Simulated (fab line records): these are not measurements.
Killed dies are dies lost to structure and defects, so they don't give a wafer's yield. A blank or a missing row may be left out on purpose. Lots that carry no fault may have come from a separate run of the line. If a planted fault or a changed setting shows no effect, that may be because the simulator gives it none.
The tool behind it: which one? || flow nandHarc || 18 wafers from 6 lots sampled at 3 of the route's 1302 steps

## WHAT THE GAUGES SHOWED, per wafer
NHARC_A_SGD_CUT_CD_MEAS_09: the cd target is 100 nm.
{"lot": "L226", "measured": "day 20 01:43", "on": "cdSem-03", "cdNm (nm)": "100.3 100.4 100.4"}
{"lot": "L231", "measured": "day 22 08:32", "on": "cdSem-01", "cdNm (nm)": "99.3 99.8 99.3"}
{"lot": "L235", "measured": "day 24 00:49", "on": "cdSem-02", "cdNm (nm)": "99.4 100.0 100.4"}
{"lot": "L237", "measured": "day 24 09:23", "on": "cdSem-02", "cdNm (nm)": "100.2 100.3 100.4"}
{"lot": "L240", "measured": "day 26 05:37", "on": "cdSem-02", "cdNm (nm)": "100.0 100.2 99.9"}
{"lot": "L244", "measured": "day 27 18:05", "on": "cdSem-03", "cdNm (nm)": "75.4 75.1 75.1"}

## WHICH TOOL RAN EACH LOT (tool, then ch and the chambers of the sampled wafers, then the start)
{"lot": "L226", "NHARC_A_STAIRCASE_DEP_471": "pecvd-02 ch 0,1,2, day 20 00:19", "NHARC_A_SGD_CUT_EXPOSE_06": "arfiScanner-01 ch 0, day 20 01:35"}
{"lot": "L231", "NHARC_A_STAIRCASE_DEP_471": "pecvd-04 ch 0,2, day 22 07:15", "NHARC_A_SGD_CUT_EXPOSE_06": "arfiScanner-01 ch 0, day 22 08:23"}
{"lot": "L235", "NHARC_A_STAIRCASE_DEP_471": "pecvd-04 ch 0,1,2, day 23 23:26", "NHARC_A_SGD_CUT_EXPOSE_06": "arfiScanner-02 ch 0, day 24 00:40"}
{"lot": "L237", "NHARC_A_STAIRCASE_DEP_471": "pecvd-01 ch 1,2, day 24 07:48", "NHARC_A_SGD_CUT_EXPOSE_06": "arfiScanner-02 ch 0, day 24 09:14"}
{"lot": "L240", "NHARC_A_STAIRCASE_DEP_471": "pecvd-04 ch 0,1,2, day 26 04:16", "NHARC_A_SGD_CUT_EXPOSE_06": "arfiScanner-01 ch 0, day 26 05:29"}
{"lot": "L244", "NHARC_A_STAIRCASE_DEP_471": "pecvd-01 ch 1,2, day 27 16:40", "NHARC_A_SGD_CUT_EXPOSE_06": "arfiScanner-02 ch 0, day 27 17:56"}
- NHARC_A_STAIRCASE_DEP_471: deposits SiO2, target thk 100 nm.
- NHARC_A_SGD_CUT_EXPOSE_06: exposes mask SGD.

## THE ANSWER, worked out from the rows above alone
Rule: what is usual is taken from the lots themselves. Put in order of their means at a reading, lots are off if they are a third of the lots or fewer, leave a main group of 4 or more, and stand apart from it by a gap of 3 or more times the standard deviation of the main group's means; of several such gaps the widest counts. If all means in a main group match to the digits the tables above print for the reading, that group is not used. A lot without any number at a reading at which 4 lots or more have one is off too. Where the step has rows for the other lots, those lots are counted as sound.
Off: L244, at NHARC_A_SGD_CUT_CD_MEAS_09 (cdNm). The main group has a mean of 100.0 nm with a standard deviation of 0.32.
If a tool, at a process step before that reading, ran all the lots that are off and no sound lot after the first of them, it fits. The gauges at NHARC_A_SGD_CUT_CD_MEAS_09 are tried like those tools. Can't be told from this: 3 tools fit, pecvd-01 at NHARC_A_STAIRCASE_DEP_471, arfiScanner-02 at NHARC_A_SGD_CUT_EXPOSE_06, cdSem-03 at NHARC_A_SGD_CUT_CD_MEAS_09.

## WHAT THE SIMULATOR HAD PUT IN
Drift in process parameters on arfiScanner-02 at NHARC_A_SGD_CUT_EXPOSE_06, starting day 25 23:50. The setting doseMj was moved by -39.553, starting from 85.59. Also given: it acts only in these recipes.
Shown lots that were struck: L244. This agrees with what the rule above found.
